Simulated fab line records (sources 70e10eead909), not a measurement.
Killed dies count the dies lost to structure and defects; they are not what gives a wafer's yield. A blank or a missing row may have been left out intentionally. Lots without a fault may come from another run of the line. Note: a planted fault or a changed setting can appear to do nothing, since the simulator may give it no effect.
2 desks, one fault :: flow nandHarc :: every desk sees just its own numbers, and what lay behind them comes last

## METROLOGY DESK
Lot by lot, what the gauges showed, no matter which tool ran the lot: averages of those sampled wafers that carry a number. Any lot whose mean is over 4 standard deviations away from the usual mean is out of limits and marked OUT; that distance is given in the brackets.
Columns: A = cdNm at NHARC_P_ZERO_WELL_CD_MEAS_52, usual 1999.3 nm
lot: L449
first seen here: day 2 01:58
A: 2000.2

lot: L451
first seen here: day 2 21:49
A: 2000.7

lot: L453
first seen here: day 3 17:40
A: 1999.8

lot: L455
first seen here: day 4 16:35
A: 1999.1

lot: L457
first seen here: day 5 09:38
A: 1999.8

lot: L460
first seen here: day 6 15:55
A: 2002.3

lot: L461
first seen here: day 7 01:46
A: 1998.8

lot: L464
first seen here: day 8 07:52
A: 1999.4

lot: L469
first seen here: day 10 09:51
A: 2014.9 (+9.7) OUT

lot: L470
first seen here: day 10 20:21
A: 2014.2 (+9.3) OUT

lot: L471
first seen here: day 11 05:47
A: 1999.7

lot: L472
first seen here: day 11 15:49
A: 1999.9
This desk finds L469, L470 out of limits, L469 being first, at day 10 09:51 (cdNm at NHARC_P_ZERO_WELL_CD_MEAS_52). L449, L451, L453, L455, L457, L460, L461, L464, L471, L472: within limits.

## THE DEFECT DESK
What the inspections along the route counted, lot by lot: means of the sampled wafers that have a number. Any lot whose mean is over 4 standard deviations away from the usual mean is out of limits and marked OUT; that distance is given in the brackets.
Columns: A = rawDefectCount at NHARC_P_STI_INSPECT_25, usual 212
lot: L449
first seen here: day 4 07:27
A: 202

lot: L451
first seen here: day 4 17:53
A: 166

lot: L453
first seen here: day 5 16:11
A: 110

lot: L455
first seen here: day 6 19:56
A: 159

lot: L457
first seen here: day 7 14:32
A: 215

lot: L460
first seen here: day 8 13:24
A: 325

lot: L461
first seen here: day 9 00:25
A: 290

lot: L464
first seen here: day 10 10:35
A: 220

lot: L469
first seen here: day 12 13:16
A: 217

lot: L470
first seen here: day 12 18:34
A: 177

lot: L471
first seen here: day 13 05:03
A: 128

lot: L472
first seen here: day 13 13:53
A: 172
Finding of this desk: none of the 12 lots has anything out of limits.

## PUT TOGETHER
The metrology desk could have raised an alarm at day 10 09:51, on L469, L470.
Nothing the defect desk looked at was out of limits.
The defect desk has L469, L470 on record, within its limits.
Of the lots named, all ran NHARC_P_ZERO_WELL_EXPOSE_49 on krfScanner-02.

## WHAT THE SIMULATOR PUT IN
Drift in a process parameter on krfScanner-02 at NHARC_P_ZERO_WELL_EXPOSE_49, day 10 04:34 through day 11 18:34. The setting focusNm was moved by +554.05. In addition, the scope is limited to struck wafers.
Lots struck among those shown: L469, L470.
Per desk, hours elapsed from the start of the fault to the first reading out of limits: for the metrology desk, 5.
